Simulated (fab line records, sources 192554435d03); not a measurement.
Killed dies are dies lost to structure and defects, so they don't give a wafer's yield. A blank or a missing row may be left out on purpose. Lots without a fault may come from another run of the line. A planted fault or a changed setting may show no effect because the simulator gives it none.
Chamber matching | flow n5_finfet | N5_BEOL_M10_CMP_52 on cmp-04: 4 sister chambers
The step polishes, stops on SiCOH lowk, t overpolish 7 s, target thk 140 nm. 24 wafers are shown with their chamber, then 12 later ones without.

WAFERS WITH THEIR CHAMBER
wafer  | chamber | motor_current_A (A) | overpolish_run_s (s) | slurry_filter_dp_kPa (kPa)
L074.2 | 1       | 5.6                 | 7.009                | 13.56
L074.3 | 0       | 6.1                 | 6.995                | 13.40
L074.6 | 0       | 6.1                 | 6.977                | 13.55
L077.2 | 2       | 6.2                 | 6.998                | 13.46
L077.5 | 3       | 5.8                 | 7.003                | 13.47
L077.6 | 2       | 6.0                 | 6.998                | 13.36
L080.1 | 1       | 5.7                 | 7.014                | 13.72
L080.3 | 2       | 6.0                 | 6.995                | 13.67
L080.4 | 0       | 6.0                 | 7.009                | 13.34
L083.1 | 1       | 5.7                 | 7.006                | 13.63
L083.5 | 1       | 5.6                 | 6.991                | 13.50
L083.6 | 2       | 5.9                 | 6.990                | 13.53
L085.1 | 0       | 6.1                 | 7.001                | 13.31
L085.4 | 3       | 5.9                 | 7.012                | 13.59
L085.5 | 1       | 5.8                 | 7.002                | 13.43
L088.2 | 1       | 5.6                 | 7.020                | 13.59
L088.3 | 2       | 5.9                 | 7.000                | 13.58
L088.5 | 1       | 6.1                 | 7.012                | 13.47
L087.3 | 3       | 6.1                 | 7.001                | 13.52
L087.4 | 1       | 5.9                 | 7.016                | 13.59
L087.6 | 0       | 6.2                 | 7.011                | 13.37
L089.1 | 0       | 6.2                 | 6.995                | 13.48
L089.2 | 2       | 5.9                 | 6.989                | 13.58
L089.4 | 1       | 5.8                 | 7.016                | 13.62

SIGNATURES (means of the wafers above)
reading              | chamber 0 | chamber 1 | chamber 2 | chamber 3 | scatter within a chamber
motor_current_A      | 6.117     | 5.756     | 5.983     | 5.933     | 0.135
overpolish_run_s     | 6.99800   | 7.00956   | 6.99500   | 7.00533   | 0.00884
slurry_filter_dp_kPa | 13.4083   | 13.5678   | 13.5300   | 13.5267   | 0.0924
Rule: a wafer's distance from a chamber is the root of the sum, over the readings, of the square of ((its reading less the chamber's mean) divided by the reading's scatter). The wafer belongs to the nearest chamber; if the next one is less than 2 further off, it can't be placed. The scatter: the root of (the sum of the squares of (reading less its chamber's mean) over the shown wafers, divided by (wafers less chambers)).

WAFERS WITHOUT THEIR CHAMBER
wafer  | motor_current_A (A) | overpolish_run_s (s) | slurry_filter_dp_kPa (kPa)
L090.3 | 5.7                 | 6.987                | 13.43
L090.4 | 6.2                 | 6.987                | 13.36
L090.6 | 6.2                 | 7.007                | 13.57
L095.1 | 5.8                 | 7.017                | 13.70
L095.3 | 5.9                 | 6.992                | 13.56
L095.4 | 6.1                 | 6.995                | 13.47
L094.1 | 6.1                 | 7.004                | 13.52
L094.4 | 6.0                 | 6.995                | 13.54
L094.6 | 6.2                 | 6.997                | 13.50
L097.1 | 5.8                 | 6.998                | 13.44
L097.2 | 5.9                 | 7.005                | 13.47
L097.6 | 6.2                 | 7.008                | 13.55

WHICH CHAMBER EACH WENT THROUGH
wafer  | from the rows above               | in truth
L090.3 | can't be placed: 2 or 3 or 1 or 0 | 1
L090.4 | can't be placed: 0 or 2 or 3      | 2
L090.6 | can't be placed: 3 or 0 or 2 or 1 | 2
L095.1 | can't be placed: 1 or 3 or 2      | 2
L095.3 | can't be placed: 2 or 3 or 1 or 0 | 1
L095.4 | can't be placed: 0 or 2 or 3      | 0
L094.1 | can't be placed: 3 or 2 or 0 or 1 | 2
L094.4 | can't be placed: 2 or 3 or 0      | 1
L094.6 | can't be placed: 0 or 2 or 3      | 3
L097.1 | can't be placed: 3 or 2 or 1 or 0 | 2
L097.2 | can't be placed: 3 or 2 or 1 or 0 | 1
L097.6 | can't be placed: 0 or 3 or 2 or 1 | 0
Placed correctly: 0 of 12. Can't be placed from these rows: 12 (the true chamber is among the candidates in 11). Placed wrongly: 0.
